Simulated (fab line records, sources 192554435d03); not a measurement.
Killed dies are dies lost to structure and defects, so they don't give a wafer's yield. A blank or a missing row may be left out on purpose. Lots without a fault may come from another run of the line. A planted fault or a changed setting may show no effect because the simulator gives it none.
Split-lot experiment | flow n5_finfet | 7 lots, 39 wafers read, on a route of 1938 steps

THE SPLIT
At N5_BEOL_M9_ILD_DEP_00 (deposits SiCOH lowk from DEMS/porogen, target thk 308.51 nm, time 58 s), the setting target_thk_a was moved away from the recipe's 3085.1 angstrom on 15 of the 39 wafers read, by -36.0% to +59.2%. The other wafers ran this setting at the recipe's value.

FROM THE SPLIT TO THE READING: what the file shows between them, 1 step
- N5_BEOL_M9_CURE_71: cures SiCOH lowk, time 240 s

THE READING
M9_ILD_THK, in nm, at N5_BEOL_M9_THK_MEAS_01. Fault-free wafers of this fab line usually give 267 nm, standard deviation 3.3 nm.

wafer  | tool, chamber at the split | target_thk_a as run, angstrom | against the recipe | M9_ILD_THK, nm | against lot-mates on the recipe
L083.1 | pecvd-01, 1                | 3085.1                        | recipe             | 268            | -
L083.2 | pecvd-01, 2                | 2318                          | -24.9%             | 203            | -67
L083.3 | pecvd-01, 0                | 3085.1                        | recipe             | 268            | -
L083.4 | pecvd-01, 1                | 2318                          | -24.9%             | 204            | -66
L083.5 | pecvd-01, 2                | 2318                          | -24.9%             | 204            | -66
L083.6 | pecvd-01, 0                | 3085.1                        | recipe             | 274            | -
L087.1 | pecvd-02, 1                | 3085.1                        | recipe             | 267            | -
L087.3 | pecvd-02, 0                | 3085.1                        | recipe             | 267            | -
L087.4 | pecvd-02, 0                | 3085.1                        | recipe             | 268            | -
L089.1 | pecvd-04, 0                | 1974                          | -36.0%             | 170            | -96
L089.2 | pecvd-04, 2                | 3085.1                        | recipe             | 264            | -
L089.3 | pecvd-04, 1                | 3085.1                        | recipe             | 263            | -
L089.4 | pecvd-04, 0                | 1974                          | -36.0%             | 169            | -97
L089.5 | pecvd-04, 1                | 1974                          | -36.0%             | 170            | -96
L089.6 | pecvd-04, 2                | 3085.1                        | recipe             | 272            | -
L091.1 | pecvd-02, 1                | 2304                          | -25.3%             | 196            | -66
L091.2 | pecvd-02, 0                | 3085.1                        | recipe             | 261            | -
L091.3 | pecvd-02, 2                | 3085.1                        | recipe             | 260            | -
L091.4 | pecvd-02, 0                | 3085.1                        | recipe             | 266            | -
L091.5 | pecvd-02, 1                | 2304                          | -25.3%             | 198            | -64
L091.6 | pecvd-02, 2                | 2304                          | -25.3%             | 195            | -67
L092.1 | pecvd-02, 0                | 3085.1                        | recipe             | 261            | -
L092.2 | pecvd-02, 1                | 3085.1                        | recipe             | 264            | -
L092.3 | pecvd-02, 2                | 3085.1                        | recipe             | 264            | -
L092.4 | pecvd-02, 1                | 4910                          | +59.2%             | 431            | +168
L092.5 | pecvd-02, 2                | 4910                          | +59.2%             | 429            | +166
L092.6 | pecvd-02, 0                | 4910                          | +59.2%             | 432            | +169
L094.1 | pecvd-04, 2                | 3085.1                        | recipe             | 271            | -
L094.2 | pecvd-04, 0                | 4265                          | +38.2%             | 369            | +98
L094.3 | pecvd-04, 1                | 4265                          | +38.2%             | 369            | +98
L094.4 | pecvd-04, 0                | 3085.1                        | recipe             | 273            | -
L094.5 | pecvd-04, 2                | 4265                          | +38.2%             | 383            | +112
L094.6 | pecvd-04, 1                | 3085.1                        | recipe             | 270            | -
L095.1 | pecvd-04, 0                | 3085.1                        | recipe             | 262            | -
L095.2 | pecvd-04, 1,2              | 3085.1                        | recipe             | 263            | -
L095.3 | pecvd-04, 1,2              | 3085.1                        | recipe             | 263            | -
L095.4 | pecvd-04, 0                | 3085.1                        | recipe             | 266            | -
L095.5 | pecvd-04, 2                | 3085.1                        | recipe             | 266            | -
L095.6 | pecvd-04, 1                | 3085.1                        | recipe             | 267            | -
Where a row lists several chambers, the file gives one row for several wafers and doesn't say which wafer went through which chamber.

THE FIT
A straight line over all 39 wafers: M9_ILD_THK changes by +2.74 nm for each +1% of target_thk_a; r = +1.00; the points scatter about the line by 4 nm.
The same after taking each lot's own level away (the mean of its wafers on the recipe; 39 wafers): +2.74 nm for each +1%; r = +1.00; scatter 3.3 nm.
On that fit, the largest move of target_thk_a shifts the reading by 1.6e+02 nm.
The lots' own levels span 262.3 to 271.3 nm, that is 2.7 times the standard deviation above.
So the lot-to-lot level changes the slope little: the two slopes agree.
Check: with one of the wafers moved furthest among these (+59.2%) left out of the fit, the line predicts +162 nm for it against its lot-mates. It came out at +168 nm against them.

OTHER SPLITS ON THESE WAFERS
These wafers also went through other splits before the reading. Each is held against what the fit with the lots' levels taken away leaves over:
other split on the same wafers   | wafers away from the commonest value | r with M9_ILD_THK (lot level and that fit taken away)
N5_BEOL_M7_TRENCH_ETCH_37 time_s | 15                                   | -0.21

THE WHOLE CHAIN: every reading that the file lists as answering this split, in the file's order
step                   | what it does                                                           | reading                                                                                  | change (the file's fit)              | r (the file's)
N5_BEOL_M9_ILD_DEP_00  | deposits SiCOH lowk from DEMS/porogen, target thk 308.51 nm, time 58 s | SiCOH_lowk_of_BEOL_M9_ILD_DEP_00.thk_nm (the simulator's own value, which no gauge read) | +3.1 nm for each +1% of the setting  | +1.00
N5_BEOL_M9_CURE_71     | cures SiCOH lowk, time 240 s                                           | SiCOH_lowk_of_BEOL_M9_ILD_DEP_00.thk_nm (the simulator's own value, which no gauge read) | +2.75 nm for each +1% of the setting | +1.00
N5_BEOL_M9_THK_MEAS_01 |                                                                        | M9_ILD_THK                                                                               | +2.75 for each +1% of the setting    | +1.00

THE FILE'S OWN FIT
M9_ILD_THK changes by +2.75 nm for each +1% of target_thk_a, r = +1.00.
